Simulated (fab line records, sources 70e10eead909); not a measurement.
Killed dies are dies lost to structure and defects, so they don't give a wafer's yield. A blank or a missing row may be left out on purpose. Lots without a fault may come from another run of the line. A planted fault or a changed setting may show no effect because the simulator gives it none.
A struck lot beside a sound one | flow nand_harc | 15 steps out of a route of 1302
Sound: wafers L700.3, L700.4, L700.6. Struck: wafer L706.6. (L706.2 of the same lot was not struck and is left out.) The cause comes at the end.
At each step with rows: each side's tool, then ch and its chambers, then its first start. Under that, the readings that differ: sound wafers | struck wafers | difference of the means | sigmas: that difference in standard deviations of wafers without a fault.
alike: readings whose means differ by less than 2 such deviations, and words and numbers that are the same on both sides. not compared: withheld readings, readings that some wafer has no value for, bounds like >300 that may hide the same value, and numbers for which the record gives no deviation and whose values overlap.
The two part at a step that has a row with sigmas, a row that says differs or no value, or rows on one side only. Numbers that don't overlap but have no deviation are shown without sigmas and don't part them. A reading that every wafer of one side lacks parts them only if that side has two wafers or more.

first, 6 steps without rows for these wafers: NHARC_A_CHANNEL_HOLE_D2_COAT_04 (resist thk 90 nm); NHARC_A_CHANNEL_HOLE_D2_SOFTBAKE_05 (time 55 s); NHARC_A_CHANNEL_HOLE_D2_EBR_06; NHARC_A_CHANNEL_HOLE_D2_EXPOSE_07 (exposes mask HOLE D2, target cd 100 nm); NHARC_A_CHANNEL_HOLE_D2_PEB_08 (peb time 65 s); NHARC_A_CHANNEL_HOLE_D2_DEVELOP_09 (develop time 35 s).
NHARC_A_CHANNEL_HOLE_D2_CD_MEAS_10: target cd 100 nm.
  sound on cd_sem-03 ch 0, day 13 13:05; struck on cd_sem-01 ch 0, day 16 10:32
  alike: cd_nm
NHARC_A_CHANNEL_HOLE_D2_OVL_MEAS_11:
  sound on overlay-01, day 13 13:10; struck on overlay-02, day 16 10:37
  reading           | sound       | struck | difference | sigmas
  overlay_x_nm (nm) | 0.6 0.8 1.1 | -1.3   | -2.1       | -3
  alike: overlay_y_nm
NHARC_A_CHANNEL_HOLE_D2_INSPECT_12:
  sound on defect_inspect-01, day 13 13:13; struck on defect_inspect-02, day 16 10:39
  alike: raw_defect_count
NHARC_A_CHANNEL_HOLE_D2_DESCUM_15: chemistry O2, time 3 s.
  sound on rie_diel-12 ch 1,3, day 13 13:17; struck on rie_diel-12 ch 1, day 16 10:44
  alike: chamber_pressure_mTorr, drypump_motor_current_A, oes_product_au, rf_vpp_V, showerhead_plenum_p_Torr, throttle_valve_pct
  not compared: rf_hours_counter_h
NHARC_A_CHANNEL_HOLE_D2_ETCH_38: etches the open film in CF4, target depth 39 nm, time 65 s.
  sound on rie_diel-12 ch 0,1, day 13 13:21; struck on rie_diel-12 ch 0, day 16 10:49
  alike: cf4_flow_sccm, chamber_pressure_mTorr, drypump_motor_current_A, oes_product_au, rf_vpp_V, showerhead_plenum_p_Torr, throttle_valve_pct
  not compared: rf_hours_counter_h
NHARC_A_CHANNEL_HOLE_D2_ETCH_39: etches the open film in N2/H2, target depth 260 nm, time 325 s.
  sound on rie_diel-12 ch 0,3; struck on rie_diel-12 ch 2
  alike: chamber_pressure_mTorr, drypump_motor_current_A, oes_product_au, rf_vpp_V, showerhead_plenum_p_Torr, throttle_valve_pct
  not compared: rf_hours_counter_h
NHARC_A_CHANNEL_HOLE_D2_ETCH_34: etches the open film in CF4/CHF3, target depth 154 nm, time 77 s.
  sound on rie_diel-12 ch 1,2,3, day 13 14:09; struck on rie_diel-12 ch 2, day 16 11:08
  reading               | sound             | struck | difference | sigmas
  oes_product_au (a.u.) | 0.928 0.930 0.942 | 0.878  | -0.055     | -3
  alike: cf4_flow_sccm, chamber_pressure_mTorr, drypump_motor_current_A, rf_vpp_V, showerhead_plenum_p_Torr, throttle_valve_pct
  not compared: rf_hours_counter_h
NHARC_A_CHANNEL_HOLE_D2_ETCH_16: etches the open film in O2/COS, target depth 3100 nm, time 806 s.
  sound on rie_diel-12 ch 0,2,3; struck on rie_diel-12 ch 0
  alike: chamber_pressure_mTorr, drypump_motor_current_A, oes_product_au, rf_vpp_V, showerhead_plenum_p_Torr, throttle_valve_pct
  not compared: rf_hours_counter_h
-- the record jumps here: 11 days lie between the struck wafers' starts before and after (it left off in module A_CHANNEL_HOLE_D2 and takes up again in module END, whose first step shown is number 1302 of the route) --
NHARC_END_SORT_01:
  the record has rows for the struck wafers here (prober-02 ch 0, day 27 22:14) and none for the sound ones

WHERE THEY PART
First at NHARC_A_CHANNEL_HOLE_D2_OVL_MEAS_11; last, within this record, at NHARC_END_SORT_01.

WHY: what the simulator had put in
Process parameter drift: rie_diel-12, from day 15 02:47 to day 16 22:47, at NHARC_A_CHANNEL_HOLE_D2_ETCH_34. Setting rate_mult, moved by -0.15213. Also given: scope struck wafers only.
